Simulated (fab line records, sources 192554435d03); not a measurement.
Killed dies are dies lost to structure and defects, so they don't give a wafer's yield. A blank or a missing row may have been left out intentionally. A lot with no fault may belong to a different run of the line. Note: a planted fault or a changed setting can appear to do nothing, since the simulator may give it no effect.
A struck lot beside a sound one | flow n5_finfet | 15 out of 1938 route steps
Sound: the wafers L629.2, L629.3, L629.5. The struck wafers were L638.1, L638.4, L638.6. At the end, the cause is stated.
For every step that has rows: the tool of each side, followed by ch and its chambers, followed by its first start. Under that, the readings that differ: sound wafers | struck wafers | difference of the means | sigmas: that difference in standard deviations of wafers without a fault.
alike: words and numbers the same on both sides, and readings whose means are apart by under 2 such deviations; not compared: readings that were withheld, readings missing a value for some wafer, numbers with overlapping values and no deviation given by the record, and bounds like >300 which may hide the same value.
Wherever a step has rows on one side only, a row that says differs or no value, or a row with sigmas, the two part there. Numbers that don't overlap but have no deviation are shown without sigmas and don't part them. Lack of a reading on every wafer of one side parts them only where that side has two or more wafers.

first, 8 steps without rows for these wafers: N5_BEOL_M12_COAT_58 (time 60 s, resist thk 89 nm); N5_BEOL_M12_COAT_04 (resist thk 400 nm); N5_BEOL_M12_EBR_06; N5_BEOL_M12_SOFTBAKE_05 (time 60 s); N5_BEOL_M12_EXPOSE_07 (exposes mask V11); N5_BEOL_M12_PEB_08 (peb time 90 s); N5_BEOL_M12_DEVELOP_09 (develop time 45 s); N5_BEOL_M12_HARDBAKE_14 (time 120 s).
N5_BEOL_M12_CD_MEAS_10: target cd 140 nm.
  sound on cd_sem-02 ch 0, day 12 19:52; struck on cd_sem-03 ch 0, day 15 04:38
  alike: cd_nm
N5_BEOL_M12_OVL_MEAS_11:
  sound on overlay-01 ch 0, day 12 19:53; struck on overlay-02 ch 0, day 15 04:40
  alike: V11_OVL
N5_BEOL_M12_INSPECT_12: inspects for defects (macro).
  sound on defect_inspect-01 at day 12 19:55; struck on defect_inspect-02 at day 15 04:41
  alike: raw_defect_count
N5_BEOL_M12_DESCUM_15: chemistry O2, time 7.9 s.
  sound on rie_diel-03 ch 1,2,3, day 12 19:56; struck on rie_diel-03 ch 0,1,3, day 15 05:06
  alike: drypump_motor_current_A, oes_product_au, rf_fwd_power_W, rf_vpp_V, showerhead_plenum_p_Torr, throttle_valve_pct
  not compared: rf_hours_counter_h
N5_BEOL_M12_ETCH_59: etches BARC in N2/H2, target depth 89 nm, overetch 26.7 nm, time 67.9 s.
  sound on rie_diel-03 ch 1,2,3, day 12 19:59; struck on rie_diel-03 ch 0,1,3, day 15 05:08
  reading                | sound             | struck            | difference | sigmas
  h2_flow_sccm (sccm)    | 200.5 200.5 199.3 | 219.9 219.3 219.6 | +19.5      | +31
  throttle_valve_pct (%) | 17.98 17.86 18.06 | 18.63 18.24 18.30 | +0.42      | +2
  alike: drypump_motor_current_A, oes_product_au, rf_fwd_power_W, rf_vpp_V, showerhead_plenum_p_Torr
  not compared: rf_hours_counter_h
N5_BEOL_M12_VIA_ETCH_16: etches SiOC in C4F8/O2/Ar, target depth 724.8 nm.
  sound on rie_diel-03 ch 1,2,3, day 12 20:02; struck on rie_diel-03 ch 0,1,3, day 15 05:11
  alike: O2_flow_sccm, drypump_motor_current_A, oes_product_au, rf_fwd_power_W, rf_vpp_V, showerhead_plenum_p_Torr, throttle_valve_pct
N5_PASSIVATION_PROBE_49:
  sound on prober-02 at day 14 12:10; struck on prober-01 at day 16 23:26
  reading                  | sound          | struck | difference | sigmas
  defect_limited_yield (%) | 91.0 93.3 93.9 | 88.6   | -4.1       | -3
  killed_at_front_end      | 29 26 25       | 67     | +40        | +4
  killed_dies              | 106 79 72      | 135    | +49        | +3
  killed_open              | 62 57 45       | 88     | +33        | +3
  sort_bin_5_function (%)  | 5.5 4.3 3.3    | 6.9    | +2.5       | +3
  alike: killed_at_M0_to_M3, killed_at_M4_up, killed_at_contacts, killed_at_other, killed_short, sort_bin_6_memory, sort_bin_8_speed, sort_n_pass, sort_yield_pct

## WHERE THEY PART
First at N5_BEOL_M12_ETCH_59; last, within this record, at N5_PASSIVATION_PROBE_49.

WHY: whatever the simulator had introduced
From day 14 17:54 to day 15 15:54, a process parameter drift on rie_diel-03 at N5_BEOL_M12_ETCH_59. The setting h2_flow_sccm was moved by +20, starting from 200. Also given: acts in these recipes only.
